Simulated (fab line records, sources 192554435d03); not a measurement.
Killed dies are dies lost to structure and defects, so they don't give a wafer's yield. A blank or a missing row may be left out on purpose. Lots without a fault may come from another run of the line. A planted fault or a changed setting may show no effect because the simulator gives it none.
Which tool did it? | flow n5_finfet | 24 lots, 72 wafers sampled, at 3 steps of a route of 1938

WHAT THE GAUGES READ, wafer by wafer
N5_BEOL_M1_OCD_MEAS_38. Usual: trench_depth_nm 54.8 nm, standard deviation 0.94.
lot  | measured     | on     | trench_depth_nm (nm) | flag
L074 | day 6 06:58  | ocd-01 | 53.6 54.9 54.5       |
L075 | day 6 16:45  | ocd-01 | 53.5 53.6 54.4       |
L076 | day 7 04:05  | ocd-01 | 55.9 56.0 54.1       |
L077 | day 7 05:38  | ocd-01 | 54.2 54.0 53.7       |
L078 | day 7 18:47  | ocd-02 | 55.0 55.5 55.7       |
L079 | day 7 19:48  | ocd-01 | 55.5 56.3 53.6       |
L080 | day 8 03:40  | ocd-02 | 55.9 55.6 53.9       |
L081 | day 8 03:43  | ocd-02 | 56.2 54.8 55.6       |
L082 | day 8 19:11  | ocd-02 | 55.7 55.4 53.4       |
L083 | day 9 05:27  | ocd-01 | 52.5 53.9 54.2       |
L084 | day 9 11:42  | ocd-01 | 55.5 55.8 55.1       |
L086 | day 9 16:20  | ocd-01 | 55.3 56.0 55.8       |
L088 | day 9 19:20  | ocd-02 | 53.6 55.8 55.9       |
L085 | day 9 20:44  | ocd-02 | 53.7 53.3 53.7       |
L087 | day 10 04:14 | ocd-02 | 54.8 54.2 55.9       |
L091 | day 10 10:52 | ocd-01 | 56.9 53.6 55.4       |
L090 | day 10 10:54 | ocd-02 | 56.0 56.9 54.8       |
L089 | day 10 11:20 | ocd-01 | 54.7 54.7 56.0       |
L092 | day 11 02:14 | ocd-01 | 53.7 55.8 53.8       |
L093 | day 11 08:50 | ocd-01 | 54.2 53.2 55.6       |
L094 | day 11 14:14 | ocd-01 | 53.5 53.8 55.4       |
L095 | day 11 15:43 | ocd-01 | 53.2 53.6 53.7       |
L096 | day 11 23:44 | ocd-02 | 55.0 53.7 55.3       |
L097 | day 12 04:37 | ocd-01 | 54.0 54.3 56.0       |

N5_BEOL_M1_CD_MEAS_35: target cd 18 nm, target cd y 21 nm. Usual: cd_nm 18.0 nm, standard deviation 0.31.
lot  | measured     | on        | cd_nm (nm)     | flag
L074 | day 6 07:16  | cd_sem-01 | 17.8 17.4 18.0 |
L075 | day 6 16:55  | cd_sem-03 | 17.9 18.0 18.4 |
L076 | day 7 04:15  | cd_sem-02 | 17.8 18.0 17.6 |
L077 | day 7 05:48  | cd_sem-01 | 18.0 18.1 18.2 |
L078 | day 7 18:56  | cd_sem-03 | 18.3 18.6 18.3 |
L079 | day 7 19:58  | cd_sem-03 | 18.0 18.4 17.8 |
L080 | day 8 03:50  | cd_sem-03 | 17.7 18.2 17.5 |
L081 | day 8 03:52  | cd_sem-03 | 18.4 17.8 18.2 |
L082 | day 8 19:21  | cd_sem-01 | 18.0 17.8 17.8 |
L083 | day 9 05:36  | cd_sem-03 | 17.8 17.8 18.3 |
L084 | day 9 11:51  | cd_sem-02 | 17.6 18.3 18.6 |
L086 | day 9 16:29  | cd_sem-03 | 18.5 18.1 17.7 |
L088 | day 9 19:30  | cd_sem-03 | 18.0 17.5 18.1 |
L085 | day 9 20:54  | cd_sem-02 | 18.2 17.7 18.1 |
L087 | day 10 04:23 | cd_sem-03 | 18.0 18.4 17.8 |
L091 | day 10 11:01 | cd_sem-02 | 18.1 18.0 17.9 |
L090 | day 10 11:03 | cd_sem-02 | 18.0 18.1 17.8 |
L089 | day 10 11:29 | cd_sem-01 | 18.0 17.5 18.1 |
L092 | day 11 02:29 | cd_sem-01 | 17.8 17.8 17.8 |
L093 | day 11 08:59 | cd_sem-03 | 17.5 18.2 17.7 |
L094 | day 11 14:23 | cd_sem-01 | 17.3 17.6 18.0 |
L095 | day 11 15:52 | cd_sem-01 | 18.1 18.1 17.9 |
L096 | day 11 23:53 | cd_sem-01 | 18.1 17.5 17.7 |
L097 | day 12 04:47 | cd_sem-01 | 18.1 18.0 18.0 |

WHICH TOOL RAN EACH LOT (tool, then ch and the chambers of the sampled wafers, then the start)
lot  | N5_BEOL_M1_TRENCH_ETCH_37
L074 | rie_diel-03 ch 0,2,3, day 6 06:58 or earlier
L075 | rie_diel-03 ch 0,1,2, day 6 16:45 or earlier
L076 | rie_diel-06 ch 1,2,3, day 7 04:05 or earlier
L077 | rie_diel-03 ch 0,1,2, day 7 05:38 or earlier
L078 | rie_diel-06 ch 0,2,3, day 7 18:47 or earlier
L079 | rie_diel-06 ch 0,1,2, day 7 19:48 or earlier
L080 | rie_diel-02 ch 1,2,3, day 8 03:40 or earlier
L081 | rie_diel-06 ch 2,3, day 8 03:43 or earlier
L082 | rie_diel-06 ch 0,1,2, day 8 19:11 or earlier
L083 | rie_diel-03 ch 0,1,3, day 9 05:27 or earlier
L084 | rie_diel-06 ch 0,2,3, day 9 11:42 or earlier
L086 | rie_diel-06 ch 0,3, day 9 16:20 or earlier
L088 | rie_diel-02 ch 1,2, day 9 19:20 or earlier
L085 | rie_diel-03 ch 0,1, day 9 20:44 or earlier
L087 | rie_diel-02 ch 0,2,3, day 10 04:14 or earlier
L091 | rie_diel-02 ch 1,2,3, day 10 10:52 or earlier
L090 | rie_diel-06 ch 0,2, day 10 10:54 or earlier
L089 | rie_diel-06 ch 0,2,3, day 10 11:20 or earlier
L092 | rie_diel-02 ch 0,3, day 11 02:14 or earlier
L093 | rie_diel-02 ch 0,2,3, day 11 08:50 or earlier
L094 | rie_diel-02 ch 0,1,2, day 11 14:14 or earlier
L095 | rie_diel-06 ch 0,1, day 11 15:43 or earlier
L096 | rie_diel-03 ch 0,1, day 11 23:44 or earlier
L097 | rie_diel-02 ch 0,1,2, day 12 04:37 or earlier
- N5_BEOL_M1_TRENCH_ETCH_37: etches SiOC in C4F6/O2, target depth 55.207 nm, time 29 s.

WHAT THE TOOLS THEMSELVES READ (means of the sampled wafers that have a number; where no wafer has one, the mark that the record gives instead)
N5_BEOL_M1_TRENCH_ETCH_37. Usual: bias_w 185.0 W, standard deviation 0.54; chamber_pressure_mTorr 29.999 mTorr, standard deviation 0.026; drypump_motor_current_A 5.7 A, standard deviation 0.39; oes_product_au 0.75 a.u., standard deviation 0.058; rf_vpp_V 662 V, standard deviation 13; showerhead_plenum_p_Torr 2.88 Torr, standard deviation 0.08; throttle_valve_pct 20.91 %, standard deviation 0.21.
lot  | tool        | bias_w (W) | chamber_pressure_mTorr (mTorr) | drypump_motor_current_A (A) | oes_product_au (a.u.) | rf_vpp_V (V) | showerhead_plenum_p_Torr (Torr) | throttle_valve_pct (%) | flag
L074 | rie_diel-03 | 184.9      | 30.015                         | 5.6                         | 0.75                  | 652          | 2.87                            | 20.88                  |
L075 | rie_diel-03 | 184.8      | 30.014                         | 5.5                         | 0.73                  | 658          | 2.87                            | 20.92                  |
L076 | rie_diel-06 | 184.7      | 29.968                         | 5.9                         | 0.73                  | 664          | 2.94                            | 21.05                  |
L077 | rie_diel-03 | 184.5      | 29.994                         | 5.6                         | 0.73                  | 658          | 2.87                            | 20.93                  |
L078 | rie_diel-06 | 184.9      | 30.000                         | 5.7                         | 0.79                  | 662          | 2.93                            | 20.93                  |
L079 | rie_diel-06 | 184.8      | 30.026                         | 5.7                         | 0.78                  | 674          | 2.93                            | 20.95                  |
L080 | rie_diel-02 | 185.1      | 29.992                         | 5.6                         | 0.74                  | 671          | 2.91                            | 20.77                  |
L081 | rie_diel-06 | 185.4      | 29.991                         | 6.0                         | 0.75                  | 661          | 2.95                            | 21.03                  |
L082 | rie_diel-06 | 185.4      | 30.000                         | 5.7                         | 0.78                  | 673          | 2.93                            | 20.95                  |
L083 | rie_diel-03 | 184.9      | 29.983                         | 5.5                         | 0.73                  | 656          | 2.87                            | 20.93                  |
L084 | rie_diel-06 | 185.2      | 30.023                         | 5.7                         | 0.77                  | 660          | 2.93                            | 20.96                  |
L086 | rie_diel-06 | 185.1      | 29.996                         | 5.4                         | 0.81                  | 662          | 2.90                            | 20.84                  |
L088 | rie_diel-02 | 185.1      | 30.028                         | 5.7                         | 0.75                  | 673          | 2.88                            | 20.65                  |
L085 | rie_diel-03 | 185.1      | 29.998                         | 5.4                         | 0.74                  | 661          | 2.92                            | 20.92                  |
L087 | rie_diel-02 | 184.6      | 30.017                         | 5.7                         | 0.70                  | 662          | 2.86                            | 20.99                  |
L091 | rie_diel-02 | 185.0      | 30.015                         | 5.6                         | 0.73                  | 672          | 2.90                            | 20.79                  |
L090 | rie_diel-06 | 185.2      | 29.983                         | 5.6                         | 0.82                  | 672          | 2.91                            | 20.84                  |
L089 | rie_diel-06 | 185.0      | 29.965                         | 5.7                         | 0.77                  | 661          | 2.92                            | 20.96                  |
L092 | rie_diel-02 | 184.9      | 29.996                         | 6.3                         | 0.69                  | 655          | 2.77                            | 20.93                  |
L093 | rie_diel-02 | 185.5      | 30.016                         | 5.7                         | 0.70                  | 661          | 2.86                            | 21.01                  |
L094 | rie_diel-02 | 184.9      | 30.024                         | 5.9                         | 0.72                  | 663          | 2.83                            | 20.86                  |
L095 | rie_diel-06 | 185.3      | 29.990                         | 5.6                         | 0.74                  | 676          | 2.91                            | 20.99                  |
L096 | rie_diel-03 | 184.6      | 29.977                         | 5.5                         | 0.87                  | 661          | 2.87                            | 20.79                  |
L097 | rie_diel-02 | 185.0      | 30.011                         | 5.9                         | 0.71                  | 663          | 2.82                            | 20.87                  |

THE ANSWER, worked out from the rows above alone
Rule: a lot is off if the mean of its wafers that have a number lies more than 3 standard deviations from the usual mean. A lot without any number at a reading at which 4 lots or more have one is off too. The other lots that the step has rows for count as sound. The gauges are gone through in route order, then the tools' own readings, and for those a lot's mean is taken as printed above. The first step at which some lot is off is used, and at that step the reading that is off furthest; a lot without a number counts as furthest.
No lot is off at any reading shown: from this, nothing can be told.

WHAT THE SIMULATOR HAD PUT IN
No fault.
